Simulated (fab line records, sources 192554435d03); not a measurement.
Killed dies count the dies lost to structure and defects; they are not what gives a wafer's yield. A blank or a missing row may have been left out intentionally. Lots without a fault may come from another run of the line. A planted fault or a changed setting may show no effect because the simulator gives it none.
fab line records | flow n5Finfet
[record] lots = 5 | wafers = 15 | lastDay = 19
route steps=1938 shown MIM_BOT_LITHO@1861 MIM_BOT_ETCH@1866 PASS1_CAP@1873 TV_LITHO@1875 TV_OPEN@1887
lots that met no fault: from a run of the same line without faults
startH: hours from the record's first day to the start of the lot's first wafer shown | waitH: hours elapsed since this lot's preceding step | " as in the row above | L1.1+2: a row that stands for several wafers | - no value present, or no start provided | * or withheld: withheld | < > ~ a bound
route shown NAME@n: a module of which the file shows steps, and the number in the route of the first | usual: average and standard deviation across the fault-free wafers | same: alike in all rows | chamber/n: place in a boat | sites: readings site by site | _std_site: standard deviation of those values | _edge_site: outer sites' mean less inner sites' | radiusMm: for every site, how far away it sits from the centre of the wafer | mask NAME#n: copy n | behind: the tool/chamber that last shaped the wafer | hold: the reason the lot was held/the length of the hold in hours/how it ended | device: the transistor (n, p or np) that didn't switch | end of line: the tests these same wafers got at the end of their route | where a step has no rows: the recipe by itself | killed: dies lost to structure and defects at the first sort, not the wafer's yield | map: shows each die of a wafer: x if killed, . if not, _ if none is there
set.NAME: the run value of the setting; set.NAME@STEP: its run value at that earlier step | model.NAME: the simulator's own value behind a step, which no gauge read
lots at selected steps of the route; one table per step, one row per wafer
services: from which hour (startH, from the record's first day; less than 0 if before it) a tool's chamber was out of use, for how many hours, and why
[[steps]]
[step N5_MIM_BOT_LITHO_HARDBAKE_09]
[recipe] tempC = 130 | timeS = 120
[step N5_MIM_BOT_LITHO_CD_MEAS_08]
[recipe] targetCdNm = 3000 | landingEnergyEv = 500 | detector = seInlens | polarity = opening
[usual] cdNm = 2999.1/1.7
lot.wafer | tool     | chamber | startH | waitH | cdNm
L452.3    | cdSem-02 | 0       | 270.46 | -     | 3001.9
L452.4    | "        | 0       | "      | "     | 2997.8
L452.6    | "        | 0       | "      | "     | 2995.9
L457.3    | cdSem-01 | 0       | 296.72 | -     | 3002.5
L457.4    | "        | 0       | "      | "     | 2997.8
L457.6    | "        | 0       | "      | "     | 2999.8
L462.1    | cdSem-03 | 0       | 342.00 | -     | 3001.4
L462.2    | "        | 0       | "      | "     | 3000.6
L462.3    | "        | 0       | "      | "     | 2999.9
L466.1    | cdSem-03 | 0       | 364.75 | -     | 2998.8
L466.5    | "        | 0       | "      | "     | 2999.1
L466.6    | "        | 0       | "      | "     | 3001.4
L470.1    | cdSem-03 | 0       | 455.91 | -     | 2997.4
L470.4    | "        | 0       | "      | "     | 2999.1
L470.5    | "        | 0       | "      | "     | 2999.8
[step N5_MIM_BOT_LITHO_OVL_MEAS_11]
[recipe] pointsPerWafer = 44
[usual] MIM_BOT_OVL = -1/6
lot.wafer | tool       | chamber | startH | waitH | MIM_BOT_OVL[nm]
L452.3    | overlay-01 | 0       | 270.51 | 0.0   | 3
L452.4    | "          | 0       | "      | "     | 2
L452.6    | "          | 0       | "      | "     | 1
L457.3    | overlay-02 | 0       | 296.75 | 0.0   | -12
L457.4    | "          | 0       | "      | "     | 2
L457.6    | "          | 0       | "      | "     | -2
L462.1    | overlay-01 | 0       | 342.03 | 0.0   | 3
L462.2    | "          | 0       | "      | "     | -7
L462.3    | "          | 0       | "      | "     | 8
L466.1    | overlay-01 | 0       | 364.78 | 0.0   | -1
L466.5    | "          | 0       | "      | "     | -7
L466.6    | "          | 0       | "      | "     | 1
L470.1    | overlay-02 | 0       | 455.94 | 0.0   | 6
L470.4    | "          | 0       | "      | "     | 4
L470.5    | "          | 0       | "      | "     | 9
[step N5_MIM_BOT_LITHO_INSPECT_12]
[recipe] mode = adi | inspectInstrument = macro
[usual] rawDefectCount = 2.1/1.5
lot.wafer | tool             | chamber | startH | waitH | rawDefectCount
L452.3    | defectInspect-02 | -       | 270.54 | 0.0   | 2
L452.4    | "                | -       | "      | "     | 1
L452.6    | "                | -       | "      | "     | 1
L457.3    | defectInspect-02 | -       | 296.77 | 0.0   | 3
L457.4    | "                | -       | "      | "     | 1
L457.6    | "                | -       | "      | "     | 1
L462.1    | defectInspect-02 | -       | 342.06 | 0.0   | 2
L462.2    | "                | -       | "      | "     | 0
L462.3    | "                | -       | "      | "     | 5
L466.1    | defectInspect-01 | -       | 364.81 | 0.0   | 1
L466.5    | "                | -       | "      | "     | 3
L466.6    | "                | -       | "      | "     | 1
L470.1    | defectInspect-02 | -       | 455.96 | 0.0   | 1
L470.4    | "                | -       | "      | "     | 2
L470.5    | "                | -       | "      | "     | 0
[step N5_MIM_BOT_LITHO_DESCUM_10]
[recipe] chemistry = O2 | timeS = 7.9 | sourcePowerW = 50 | biasPowerW = 20 | pressureMtorr = 20 | rfFrequencyHz = 2.712e+07 | tempC = 40 | o2FlowSccm = 225
[step N5_MIM_BOT_ETCH_ETCH_04]
[recipe] chemistry = CF4/O2 | target = SiNx | targetDepthA = 260 | timeS = 13 | ionEnergyEv = 100 | pressureMtorr = 40 | sourceW = 535 | biasW = 49 | Ar_flow_sccm = 100 | cf4FlowSccm = 100 | O2_flow_sccm = 10
[step N5_MIM_BOT_ETCH_ETCH_03]
[recipe] chemistry = Cl2/BCl3 | targetDepthA = 120 | pressureMtorr = 8 | icpW = 800 | biasW = 100 | Cl2_flow_sccm = 20 | bcl3FlowSccm = 80
[step N5_MIM_BOT_ETCH_ETCH_00]
[recipe] chemistry = Cl2/BCl3 | target = TiN | targetDepthA = 455 | ionEnergyEv = 150 | pressureMtorr = 10 | icpW = 1000 | biasW = 126 | Cl2_flow_sccm = 53.25 | bcl3FlowSccm = 21.75 | Ar_flow_sccm = 25
[usual] drypumpMotorCurrentA = 6.00/0.28 | oesProductAu = 0.79/0.094 | throttleValvePct = 21.83/0.15
lot.wafer | tool        | chamber | startH | waitH | drypumpMotorCurrentA | oesProductAu | rfHoursCounterH | throttleValvePct
L452.3    | rieMetal-01 | 0       | 270.93 | 0.1   | 5.95                 | 0.91         | -               | 21.85
L452.4    | "           | 1       | "      | "     | 6.42                 | 0.71         | -               | 21.68
L452.6    | "           | 1       | "      | "     | 6.37                 | 0.71         | -               | 21.69
L457.3    | rieMetal-01 | 1       | 297.11 | 0.1   | 6.38                 | 0.69         | -               | 21.69
L457.4    | "           | 0       | "      | "     | 5.95                 | 0.89         | -               | 21.88
L457.6    | "           | 0       | "      | "     | 5.94                 | 0.89         | -               | 21.86
L462.1    | rieMetal-03 | 1       | 342.33 | 0.1   | 5.93                 | 0.86         | 14              | 21.76
L462.2    | "           | 0       | "      | "     | 5.86                 | 0.79         | 37              | 22.10
L462.3    | "           | 1       | "      | "     | 6.00                 | 0.86         | -               | 21.73
L466.1    | rieMetal-02 | 0       | 365.18 | 0.1   | 5.65                 | 0.84         | 25              | 21.89
L466.5    | "           | 0       | "      | "     | 5.62                 | 0.85         | -               | 21.93
L466.6    | "           | 0       | "      | "     | 5.62                 | 0.84         | -               | 21.93
L470.1    | rieMetal-01 | 0       | 456.24 | 0.1   | 5.92                 | 0.83         | 25              | 21.89
L470.4    | "           | 0       | "      | "     | 5.91                 | 0.84         | -               | 21.87
L470.5    | "           | 1       | "      | "     | 6.39                 | 0.67         | -               | 21.70
[step N5_MIM_BOT_ETCH_STRIP_01]
[recipe] chemistry = O2 | powerW = 600 | tempC = 60 | pressureMtorr = 30 | rfFrequencyHz = 6e+07 | biasPowerW = 0 | overashFraction = 0.5 | o2FlowSccm = 225
[usual] drypumpMotorCurrentA = 5.8/0.41 | oesProductAu = 0.84/0.091 | rfVppV = 3.7/1.3 | showerheadPlenumPTorr = 2.13/0.085 | tempC = 60.02/0.12 | throttleValvePct = 16.58/0.28
lot.wafer | tool       | chamber | startH | waitH | drypumpMotorCurrentA | oesProductAu | rfHoursCounterH | rfVppV | showerheadPlenumPTorr | tempC | throttleValvePct
L452.3    | rieDiel-01 | 1       | 271.03 | 0.1   | 6.1                  | 0.82         | 69              | 5.0    | 2.11                  | 60.02 | 16.43
L452.4    | "          | 2       | "      | "     | 5.5                  | 0.86         | 75              | 4.1    | 2.12                  | 60.04 | 16.50
L452.6    | "          | 3       | "      | "     | 5.7                  | 0.88         | -               | 3.4    | 2.22                  | 60.02 | 16.89
L457.3    | rieDiel-03 | 2       | 297.22 | 0.1   | 5.2                  | 0.91         | 29              | 3.2    | 2.07                  | 60.11 | 16.70
L457.4    | "          | 2       | "      | "     | 5.2                  | 0.90         | -               | 4.2    | 2.07                  | 60.06 | 16.67
L457.6    | "          | 0       | "      | "     | 6.2                  | 0.66         | -               | 3.5    | 2.16                  | 60.27 | 17.04
L462.1    | rieDiel-05 | 3       | 342.48 | 0.1   | 6.1                  | 1.00         | 6               | 5.0    | 2.25                  | 59.98 | 16.42
L462.2    | "          | 1       | "      | "     | 5.5                  | 0.90         | 26              | 2.8    | 2.04                  | 59.78 | 16.41
L462.3    | "          | 0       | "      | "     | 6.1                  | 0.86         | 43              | 3.7    | 2.23                  | 60.06 | 16.33
L466.1    | rieDiel-03 | 3       | 365.44 | 0.2   | 5.1                  | 0.95         | 6               | 3.8    | 2.24                  | 60.09 | 16.54
L466.5    | "          | 0       | "      | "     | 6.2                  | 0.93         | -               | 1.8    | 2.15                  | 59.86 | 16.55
L466.6    | "          | 3       | "      | "     | 5.1                  | 0.93         | -               | 1.6    | 2.24                  | 60.11 | 16.55
L470.1    | rieDiel-03 | 3       | 456.40 | 0.1   | 5.2                  | 0.91         | 37              | 3.3    | 2.23                  | 59.96 | 16.65
L470.4    | "          | 0       | "      | "     | 6.2                  | 0.86         | 39              | 4.6    | 2.14                  | 59.88 | 16.60
L470.5    | "          | 1       | "      | "     | 6.1                  | 0.83         | -               | 4.9    | 2.03                  | 60.13 | 16.29
[step N5_MIM_BOT_ETCH_STRIP_02]
[recipe] chemistry = postEtchResidueRemover | timeS = 1200 | tempC = 72.5
[step N5_MIM_BOT_ETCH_CLEAN_05]
[recipe] chemistry = IPA | timeS = 180 | tempC = 25
[step N5_MIM_BOT_ETCH_SRD_06]
[recipe] dry = ipaMarangoni | timeS = 30 | tempC = 23 | rinseLiquid = diw
[step N5_PASSIVATION_PECVD_55]
[recipe] material = SiO2 | targetThkA = 4000 | tempC = 400 | precursor = SiH4/N2O | pressureTorr = 2.7 | rfW = 608 | timeS = 22.5
[usual] heaterPowerW = 662/110 | showerheadPlenumPTorr = 8.20/0.12 | throttleValvePct = 52/3.9
lot.wafer | tool     | chamber | startH | waitH | heaterPowerW | showerheadPlenumPTorr | throttleValvePct | model.SiO2_of_PASSIVATION_PECVD_55.thkNm
L452.3    | pecvd-03 | 1       | 271.53 | 0.0   | 735          | 8.37                  | 54               | 397.8
L452.4    | "        | 1       | "      | "     | 754          | 8.37                  | 55               | 402.6
L452.6    | "        | 2       | "      | "     | 534          | 8.13                  | 45               | 406.6
L457.3    | pecvd-04 | 2       | 297.72 | 0.0   | 654          | 8.27                  | 51               | 396.2
L457.4    | "        | 0       | "      | "     | 804          | 8.06                  | 58               | 403
L457.6    | "        | 2       | "      | "     | 650          | 8.25                  | 51               | 408
L462.1    | pecvd-03 | 1       | 342.98 | 0.0   | 773          | 8.38                  | 55               | 401.8
L462.2    | "        | 0       | "      | "     | 678          | 8.44                  | 56               | 394.4
L462.3    | "        | 2       | "      | "     | 420          | 8.15                  | 45               | 396.6
L466.1    | pecvd-04 | 1       | 365.94 | 0.0   | 587          | 8.05                  | 55               | 389
L466.5    | "        | 0       | "      | "     | 765          | 8.06                  | 58               | 371.2
L466.6    | "        | 1       | "      | "     | 604          | 8.10                  | 54               | 400.6
L470.1    | pecvd-03 | 1       | 456.90 | 0.0   | 707          | 8.39                  | 55               | 399
L470.4    | "        | 0       | "      | "     | 719          | 8.44                  | 56               | 396
L470.5    | "        | 2       | "      | "     | 495          | 8.15                  | 46               | 406
[step N5_PASSIVATION_PECVD_01]
[recipe] material = SiNx | targetThkA = 2000 | tempC = 400 | precursor = SiH4/NH3/N2 | pressureTorr = 4.9 | rfW = 1406 | timeS = 43.2
[step N5_PASSIVATION_HMDS_03]
[recipe] timeS = 60 | tempC = 120
[step N5_PASSIVATION_COAT_04]
[recipe] spinRpm = * | resistThkNm = *
[step N5_PASSIVATION_EBR_06]
[recipe] solvent = PGMEA | ebrWidthMm = 1.5
[step N5_PASSIVATION_SOFTBAKE_05]
[recipe] tempC = 100 | timeS = 90
[step N5_PASSIVATION_EXPOSE_07]
[recipe] maskId = TV | na = 0.55 | sourceShape = conventional | sigmaOuter = 0.8 | polarization = unpolarized | defocusNm = 0 | targetCdNm = 3000 | doseMj = 22.75
[step N5_PASSIVATION_PEB_08]
[recipe] pebTempC = withheld | pebTimeS = *
[step N5_PASSIVATION_DEVELOP_09]
[recipe] developTimeS = 60 | rinseLiquid = diw | dry = airSpin | devTempC = 21
[step N5_PASSIVATION_HARDBAKE_11]
[recipe] tempC = 130 | timeS = 120
[step N5_PASSIVATION_CD_MEAS_10]
[recipe] targetCdNm = 3000 | landingEnergyEv = 500 | detector = seInlens
[usual] cdNm = 2998.2/2.5
lot.wafer | tool     | chamber | startH | waitH | cdNm
L452.3    | cdSem-02 | 0       | 272.10 | -     | 2999.4
L452.4    | "        | 0       | "      | "     | 3001.2
L452.6    | "        | 0       | "      | "     | 3001.1
L457.3    | cdSem-01 | 0       | 298.26 | -     | 3002.9
L457.4    | "        | 0       | "      | "     | 2996.5
L457.6    | "        | 0       | "      | "     | 2998.2
L462.1    | cdSem-01 | 0       | 344.30 | -     | 2994.6
L462.2    | "        | 0       | "      | "     | 2996.5
L462.3    | "        | 0       | "      | "     | 3000.5
L466.1    | cdSem-01 | 0       | 371.00 | -     | 2997.3
L466.5    | "        | 0       | "      | "     | 2997.6
L466.6    | "        | 0       | "      | "     | 2998.1
L470.1    | cdSem-03 | 0       | 459.55 | -     | 3000.7
L470.4    | "        | 0       | "      | "     | 2998.8
L470.5    | "        | 0       | "      | "     | 2997.7
[step N5_PASSIVATION_OVL_MEAS_60]
[recipe] pointsPerWafer = 44
[usual] TV_OVL = -1/6.1
lot.wafer | tool       | chamber | startH | waitH | TV_OVL[nm]
L452.3    | overlay-01 | 0       | 272.13 | 0.0   | -2
L452.4    | "          | 0       | "      | "     | 1
L452.6    | "          | 0       | "      | "     | -2
L457.3    | overlay-01 | 0       | 298.29 | 0.0   | -2
L457.4    | "          | 0       | "      | "     | -2
L457.6    | "          | 0       | "      | "     | 2
L462.1    | overlay-01 | 0       | 344.33 | 0.0   | -1
L462.2    | "          | 0       | "      | "     | -9
L462.3    | "          | 0       | "      | "     | 3
L466.1    | overlay-01 | 0       | 371.03 | 0.0   | 3
L466.5    | "          | 0       | "      | "     | -5
L466.6    | "          | 0       | "      | "     | -6
L470.1    | overlay-02 | 0       | 459.58 | 0.0   | 7
L470.4    | "          | 0       | "      | "     | -5
L470.5    | "          | 0       | "      | "     | 4
[step N5_PASSIVATION_INSPECT_61]
[recipe] mode = adi | inspectInstrument = macro
[usual] rawDefectCount = 2.2/1.4
lot.wafer | tool             | chamber | startH | waitH | rawDefectCount
L452.3    | defectInspect-01 | -       | 272.16 | 0.0   | 4
L452.4    | "                | -       | "      | "     | 2
L452.6    | "                | -       | "      | "     | 3
L457.3    | defectInspect-01 | -       | 298.32 | 0.0   | 1
L457.4    | "                | -       | "      | "     | 2
L457.6    | "                | -       | "      | "     | 3
L462.1    | defectInspect-02 | -       | 344.35 | 0.0   | 4
L462.2    | "                | -       | "      | "     | 1
L462.3    | "                | -       | "      | "     | 3
L466.1    | defectInspect-02 | -       | 371.06 | 0.0   | 1
L466.5    | "                | -       | "      | "     | 3
L466.6    | "                | -       | "      | "     | 0
L470.1    | defectInspect-02 | -       | 459.60 | 0.0   | 0
L470.4    | "                | -       | "      | "     | 2
L470.5    | "                | -       | "      | "     | 2
[step N5_PASSIVATION_DESCUM_12]
[recipe] chemistry = O2 | timeS = 7.9 | sourcePowerW = 50 | biasPowerW = 20 | pressureMtorr = 20 | rfFrequencyHz = 2.712e+07 | tempC = 40 | o2FlowSccm = 225
[usual] drypumpMotorCurrentA = 5.5/0.51 | oesProductAu = 0.78/0.069 | rfVppV = 243.1/1.2 | showerheadPlenumPTorr = 2.09/0.056 | tempC = 40.02/0.12 | throttleValvePct = 20.48/0.24
lot.wafer | tool       | chamber | startH | waitH | drypumpMotorCurrentA | oesProductAu | rfHoursCounterH | rfVppV | showerheadPlenumPTorr | tempC | throttleValvePct
L452.3    | rieDiel-04 | 2       | 272.31 | 0.2   | 5.0                  | 0.82         | 101             | 243.4  | 2.02                  | 40.04 | 20.57
L452.4    | "          | 3       | "      | "     | 5.3                  | 0.81         | 80              | 243.0  | 2.14                  | 39.81 | 20.54
L452.6    | "          | 0       | "      | "     | 5.1                  | 0.76         | -               | 242.6  | 2.09                  | 39.90 | 20.39
L457.3    | rieDiel-06 | 0       | 298.37 | 0.1   | 4.9                  | 0.92         | 11              | 240.9  | 2.05                  | 40.03 | 19.82
L457.4    | "          | 0       | "      | "     | 4.9                  | 0.92         | -               | 242.6  | 2.05                  | 39.98 | 19.82
L457.6    | "          | 2       | "      | "     | 5.8                  | 0.72         | -               | 242.5  | 2.09                  | 40.03 | 20.88
L462.1    | rieDiel-02 | 3       | 344.38 | 0.0   | 5.0                  | 0.71         | 215             | 245.0  | 2.17                  | 39.75 | 20.38
L462.2    | "          | 0       | "      | "     | 5.3                  | 0.68         | 250             | 241.2  | 2.06                  | 40.30 | 20.74
L462.3    | "          | 2       | "      | "     | 6.3                  | 0.87         | 55              | 242.2  | 2.13                  | 39.83 | 20.46
L466.1    | rieDiel-06 | 3       | 371.09 | 0.0   | 6.3                  | 0.85         | 58              | 242.3  | 2.03                  | 40.17 | 20.28
L466.5    | "          | 2       | "      | "     | 5.8                  | 0.71         | -               | 242.2  | 2.08                  | 40.04 | 20.90
L466.6    | "          | 3       | "      | "     | 6.3                  | 0.85         | -               | 242.4  | 2.03                  | 40.11 | 20.30
L470.1    | rieDiel-02 | 1       | 459.67 | 0.1   | 5.7                  | 0.72         | 223             | 242.2  | 2.06                  | 39.86 | 20.47
L470.4    | "          | 0       | "      | "     | 5.3                  | 0.92         | -               | 241.9  | 2.05                  | 39.89 | 20.36
L470.5    | "          | 2       | "      | "     | 6.4                  | 0.83         | -               | 243.7  | 2.13                  | 40.04 | 20.51
[step N5_PASSIVATION_PASS_ETCH_74]
[recipe] chemistry = CF4/O2 | target = SiNx | targetDepthA = 2200 | timeS = 110 | ionEnergyEv = 100 | pressureMtorr = 40 | sourceW = 535 | biasW = 49 | Ar_flow_sccm = 100 | cf4FlowSccm = 100 | O2_flow_sccm = 10
[usual] drypumpMotorCurrentA = 5.5/0.51 | oesProductAu = 0.78/0.065 | rfVppV = 241/4.7 | showerheadPlenumPTorr = 2.20/0.051 | throttleValvePct = 16.02/0.22
lot.wafer | tool       | chamber | startH | waitH | drypumpMotorCurrentA | oesProductAu | rfHoursCounterH | rfVppV | showerheadPlenumPTorr | throttleValvePct
L452.3    | rieDiel-04 | 2       | 272.37 | 0.0   | 5.0                  | 0.81         | 101             | 251    | 2.15                  | 16.17
L452.4    | "          | 3       | "      | "     | 5.3                  | 0.79         | 80              | 237    | 2.23                  | 15.90
L452.6    | "          | 0       | "      | "     | 5.1                  | 0.77         | -               | 240    | 2.21                  | 16.02
L457.3    | rieDiel-06 | 0       | 298.44 | 0.0   | 4.9                  | 0.91         | 11              | 236    | 2.17                  | 15.45
L457.4    | "          | 0       | "      | "     | 4.9                  | 0.92         | -               | 236    | 2.17                  | 15.44
L457.6    | "          | 2       | "      | "     | 5.8                  | 0.72         | -               | 243    | 2.18                  | 16.31
L462.1    | rieDiel-02 | 3       | 344.45 | 0.0   | 4.9                  | 0.70         | 216             | 243    | 2.27                  | 15.90
L462.2    | "          | 0       | "      | "     | 5.3                  | 0.66         | 250             | 238    | 2.17                  | 16.28
L462.3    | "          | 2       | "      | "     | 6.3                  | 0.85         | 55              | 243    | 2.25                  | 15.99
L466.1    | rieDiel-06 | 3       | 371.16 | 0.0   | 6.3                  | 0.84         | 58              | 238    | 2.14                  | 15.81
L466.5    | "          | 2       | "      | "     | 5.8                  | 0.70         | -               | 243    | 2.18                  | 16.34
L466.6    | "          | 3       | "      | "     | 6.3                  | 0.85         | -               | 237    | 2.14                  | 15.80
L470.1    | rieDiel-02 | 1       | 459.73 | 0.0   | 5.7                  | 0.72         | 223             | 238    | 2.18                  | 16.11
L470.4    | "          | 0       | "      | "     | 5.3                  | 0.88         | -               | 240    | 2.16                  | 15.82
L470.5    | "          | 2       | "      | "     | 6.3                  | 0.82         | -               | 243    | 2.24                  | 16.04
[step N5_PASSIVATION_VIA_ETCH_13]
[recipe] chemistry = CHF3/O2 | target = SiO2 | targetDepthA = 6600 | CHF3_flow_sccm = 50 | O2_flow_sccm = 5 | Ar_flow_sccm = 200 | timeS = 330 | maskMaterial = PR | pressureMtorr = 30 | sourceW = 650 | biasW = 170 | ionEnergyEv = 200 | ends = cleared
[usual] drypumpMotorCurrentA = 5.5/0.51 | etchRfOnTimeS = 236/5.1 | oesProductAu = 0.70/0.06 | rfVppV = 524/9.9 | showerheadPlenumPTorr = 2.41/0.057 | throttleValvePct = 18.92/0.2
lot.wafer | tool       | chamber | startH | waitH | drypumpMotorCurrentA | etchRfOnTimeS | oesProductAu | rfHoursCounterH | rfVppV | showerheadPlenumPTorr | throttleValvePct | model.coat_of_PASSIVATION_COAT_04.thkNm
L452.3    | rieDiel-04 | 2       | 272.47 | 0.0   | 5.0                  | 235           | 0.74         | 101             | 545    | 2.34                  | 19.06            | *
L452.4    | "          | 3       | "      | "     | 5.3                  | 240           | 0.72         | 80              | 514    | 2.45                  | 18.88            | *
L452.6    | "          | 0       | "      | "     | 5.1                  | 239           | 0.69         | -               | 519    | 2.42                  | 18.91            | *
L457.3    | rieDiel-06 | 0       | 298.53 | 0.0   | 4.9                  | 234           | 0.82         | 11              | 516    | 2.38                  | 18.38            | *
L457.4    | "          | 0       | "      | "     | 4.9                  | 237           | 0.82         | -               | 515    | 2.38                  | 18.37            | *
L457.6    | "          | 2       | "      | "     | 5.8                  | 245           | 0.65         | -               | 529    | 2.38                  | 19.17            | *
L462.1    | rieDiel-02 | 3       | 344.54 | 0.0   | 4.9                  | 244           | 0.64         | 216             | 528    | 2.49                  | 18.84            | *
L462.2    | "          | 0       | "      | "     | 5.3                  | 243           | 0.60         | 250             | 519    | 2.37                  | 19.15            | *
L462.3    | "          | 2       | "      | "     | 6.4                  | 233           | 0.78         | 55              | 527    | 2.47                  | 18.93            | *
L466.1    | rieDiel-06 | 3       | 371.25 | 0.0   | 6.2                  | 224           | 0.77         | 58              | 520    | 2.35                  | 18.78            | *
L466.5    | "          | 2       | "      | "     | 5.8                  | 225           | 0.63         | -               | 529    | 2.38                  | 19.19            | *
L466.6    | "          | 3       | "      | "     | 6.3                  | 230           | 0.76         | -               | 519    | 2.35                  | 18.79            | *
L470.1    | rieDiel-02 | 1       | 459.83 | 0.0   | 5.7                  | 241           | 0.64         | 223             | 518    | 2.37                  | 18.87            | *
L470.4    | "          | 0       | "      | "     | 5.3                  | 239           | 0.80         | -               | 520    | 2.35                  | 18.75            | *
L470.5    | "          | 2       | "      | "     | 6.4                  | 242           | 0.74         | -               | 528    | 2.46                  | 18.98            | *
[step N5_PASSIVATION_STRIP_14]
[recipe] chemistry = O2 | powerW = 600 | tempC = 60 | pressureMtorr = 30 | rfFrequencyHz = 6e+07 | biasPowerW = 0 | overashFraction = 0.5 | o2FlowSccm = 225
[usual] drypumpMotorCurrentA = 5.5/0.51 | oesProductAu = 0.78/0.069 | rfVppV = 3.7/0.89 | showerheadPlenumPTorr = 2.10/0.056 | tempC = 60.00/0.12 | throttleValvePct = 16.72/0.24
lot.wafer | tool       | chamber | startH | waitH | drypumpMotorCurrentA | oesProductAu | rfHoursCounterH | rfVppV | showerheadPlenumPTorr | tempC | throttleValvePct
L452.3    | rieDiel-04 | 2       | 272.66 | 0.1   | 4.9                  | 0.82         | 101             | 4.0    | 2.03                  | 60.07 | 16.81
L452.4    | "          | 3       | "      | "     | 5.3                  | 0.80         | 80              | 3.2    | 2.14                  | 60.19 | 16.77
L452.6    | "          | 0       | "      | "     | 5.1                  | 0.76         | -               | 3.9    | 2.09                  | 60.08 | 16.61
L457.3    | rieDiel-06 | 0       | 298.72 | 0.1   | 4.9                  | 0.93         | 11              | 2.5    | 2.05                  | 59.98 | 16.08
L457.4    | "          | 0       | "      | "     | 4.9                  | 0.90         | -               | 3.7    | 2.05                  | 59.95 | 16.09
L457.6    | "          | 2       | "      | "     | 5.7                  | 0.72         | -               | 3.3    | 2.10                  | 59.86 | 17.08
L462.1    | rieDiel-02 | 3       | 344.74 | 0.1   | 4.9                  | 0.70         | 216             | 4.2    | 2.17                  | 59.94 | 16.65
L462.2    | "          | 0       | "      | "     | 5.3                  | 0.68         | 250             | 3.2    | 2.07                  | 59.78 | 17.00
L462.3    | "          | 2       | "      | "     | 6.4                  | 0.86         | 55              | 2.8    | 2.14                  | 59.98 | 16.64
L466.1    | rieDiel-06 | 3       | 371.45 | 0.1   | 6.3                  | 0.84         | 58              | 2.6    | 2.03                  | 60.15 | 16.50
L466.5    | "          | 2       | "      | "     | 5.8                  | 0.71         | -               | 3.9    | 2.09                  | 59.94 | 17.09
L466.6    | "          | 3       | "      | "     | 6.3                  | 0.85         | -               | 2.1    | 2.03                  | 60.02 | 16.49
L470.1    | rieDiel-02 | 1       | 460.02 | 0.1   | 5.7                  | 0.71         | 223             | 3.0    | 2.07                  | 60.01 | 16.76
L470.4    | "          | 0       | "      | "     | 5.3                  | 0.90         | -               | 2.4    | 2.06                  | 59.90 | 16.56
L470.5    | "          | 2       | "      | "     | 6.4                  | 0.83         | -               | 3.4    | 2.13                  | 59.97 | 16.72
[[services]]
tool        | chamber | startH | hours | kind
rieDiel-03  | 0       | 258.93 | 7.9   | repair
rieDiel-03  | 1       | 266.71 | 8.6   | repair
rieDiel-03  | 1       | 289.50 | 8.2   | repair
rieDiel-06  | 1       | 295.74 | 3.9   | repair
rieDiel-06  | 1       | 303.97 | 8.4   | repair
rieDiel-05  | 1       | 308.63 | 4.9   | repair
rieDiel-03  | 2       | 309.62 | 9.7   | repair
rieMetal-02 | -       | 314.27 | 1.4   | pm
rieDiel-06  | 0       | 337.93 | 3.2   | repair
rieDiel-04  | 3       | 342.35 | 3.4   | repair
rieDiel-02  | 3       | 347.28 | 2.8   | repair
rieDiel-04  | 0       | 359.94 | 1.7   | repair
rieDiel-04  | 3       | 395.94 | 23.0  | repair
rieDiel-04  | -       | 403.75 | 0.9   | repair
rieDiel-04  | 0       | 409.11 | 3.8   | repair
pecvd-03    | -       | 410.66 | 1.0   | repair
rieDiel-03  | 0       | 412.68 | 1.7   | repair
rieDiel-04  | -       | 413.19 | 2.8   | pm
rieDiel-03  | -       | 415.85 | 0.5   | repair
rieDiel-03  | 0       | 418.15 | 8.2   | repair
rieDiel-04  | 2       | 426.35 | 1.6   | repair
rieDiel-06  | -       | 432.98 | 2.1   | repair
rieDiel-02  | 2       | 440.36 | 18.8  | repair
rieDiel-04  | 3       | 452.49 | 11.0  | repair
[[key]]
firstSign none at tools or gauges
[modelEffect] step = N5_PASSIVATION_PECVD_55 | value = SiO2_of_PASSIVATION_PECVD_55.thkNm | without = 402.8 | struck = 371.2
[modelEffect] step = N5_PASSIVATION_VIA_ETCH_13 | value = coat_of_PASSIVATION_COAT_04.thkNm | without = * | struck = *
metAt N5_PASSIVATION_PECVD_55
struckWafers L466.5
onsetBetween 297.72 365.94
[fault] kind = processParameterDrift | tool = pecvd-04 | chamber = 0 | onsetH = 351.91 | steps = N5_PASSIVATION_PECVD_55 | channel = timeS | offset = * | shape = step | endH = 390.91 | actsIn = * | stated = *
